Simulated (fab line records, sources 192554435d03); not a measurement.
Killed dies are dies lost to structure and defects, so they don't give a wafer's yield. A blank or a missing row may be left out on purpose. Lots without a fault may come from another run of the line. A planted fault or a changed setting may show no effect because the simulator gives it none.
Split-lot experiment | flow n5_finfet | 7 lots, 21 wafers read, on a route of 1938 steps

THE SPLIT
At N5_BEOL_M3_ETCH_70 (etches SOC in N2/H2, target depth 80 nm, overetch 16 nm, time 120 s), the setting time_s was moved away from the recipe's 120 s on 10 of the 21 wafers read, by -22.5% to +15.0%. The other wafers ran this setting at the recipe's value.

The reading is taken at the split's own step.

THE READING
SiARC_of_BEOL_M3_COAT_68.thk_nm (the simulator's own value, which no gauge read), in nm, at N5_BEOL_M3_ETCH_70 (etches SOC in N2/H2, target depth 80 nm, overetch 16 nm, time 120 s). The file gives no usual value for it. The 11 wafers here that ran the recipe average 6.3 nm, standard deviation 0.15 nm.

wafer  | tool, chamber at the split | time_s as run, s | against the recipe | SiARC_of_BEOL_M3_COAT_68.thk_nm, nm | against lot-mates on the recipe
L074.1 | rie_diel-04, 1             | 138              | +15.0%             | 5.4                                 | -0.8
L074.4 | rie_diel-04, 2             | 138              | +15.0%             | 5.6                                 | -0.6
L074.5 | rie_diel-04, 0             | 120              | recipe             | 6.2                                 | -
L080.2 | rie_diel-06, 2,0           | 120              | recipe             | 6.2                                 | -
L080.5 | rie_diel-06, 2,0           | 120              | recipe             | 6.2                                 | -
L080.4 | rie_diel-06, 3             | 96.49            | -19.6%             | 7.4                                 | +1.2
L081.2 | rie_diel-06, 3             | 93.06            | -22.5%             | 7.6                                 | no lot-mate on the recipe
L081.5 | rie_diel-06, 3,0           | 93.06            | -22.5%             | 7.8                                 | no lot-mate on the recipe
L081.6 | rie_diel-06, 3,0           | 93.06            | -22.5%             | 7.8                                 | no lot-mate on the recipe
L085.3 | rie_diel-06, 1,3           | 96.31            | -19.7%             | 7.6                                 | +1.0
L085.4 | rie_diel-06, 1,3           | 96.31            | -19.7%             | 7.6                                 | +1.0
L085.6 | rie_diel-06, 1             | 120              | recipe             | 6.6                                 | -
L087.1 | rie_diel-04, 2,0           | 120              | recipe             | 6.2                                 | -
L087.2 | rie_diel-04, 2,0           | 120              | recipe             | 6.2                                 | -
L087.4 | rie_diel-04, 1             | 120              | recipe             | 6.4                                 | -
L091.1 | rie_diel-04, 1,3           | 120              | recipe             | 6.4                                 | -
L091.2 | rie_diel-04, 1,3           | 120              | recipe             | 6.4                                 | -
L091.6 | rie_diel-04, 3             | 120              | recipe             | 6.6                                 | -
L095.2 | rie_diel-06, 1             | 137.8            | +14.8%             | 5.8                                 | -0.4
L095.3 | rie_diel-06, 0             | 120              | recipe             | 6.2                                 | -
L095.6 | rie_diel-06, 0             | 137.8            | +14.8%             | 5.4                                 | -0.8
Where a row lists several chambers, the file gives one row for several wafers and doesn't say which wafer went through which chamber.

THE FIT
A straight line over all 21 wafers: SiARC_of_BEOL_M3_COAT_68.thk_nm changes by -0.0588 nm for each +1% of time_s; r = -0.98; the points scatter about the line by 0.16 nm.
The same after taking each lot's own level away (the mean of its wafers on the recipe; 18 wafers): -0.0496 nm for each +1%; r = -0.98; scatter 0.12 nm.
On that fit, the largest move of time_s shifts the reading by 1.1 nm.
The lots' own levels span 6.20 to 6.60 nm, that is 2.6 times the standard deviation above.
So the lot-to-lot level changes the slope: the two fits differ.
Check: with one of the wafers moved furthest among these (-19.7%) left out of the fit, the line predicts +1.02 nm for it against its lot-mates. It came out at +1 nm against them.

OTHER SPLITS ON THESE WAFERS
These wafers also went through other splits before the reading. Each is held against what the fit with the lots' levels taken away leaves over:
other split on the same wafers               | wafers away from the commonest value | r with SiARC_of_BEOL_M3_COAT_68.thk_nm (lot level and that fit taken away)
N5_MOL_CONTACT_COAG_EXPOSE_05 dose_mj        | 6                                    | -0.07
N5_MOL_CONTACT_COAG_CONTACT_ETCH_14 source_w | 6                                    | +0.34
N5_MOL_CONTACT_COAG_VIA_ETCH_117 bias_w      | 9                                    | +0.13
N5_BEOL_M0_SAQP_COAT_08 spin_rpm             | 3                                    | -0.16
N5_BEOL_M2_ETCH_70 bias_w                    | 9                                    | +0.11

THE FILE'S OWN FIT
SiARC_of_BEOL_M3_COAT_68.thk_nm changes by -0.0514 nm for each +1% of time_s, r = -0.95.
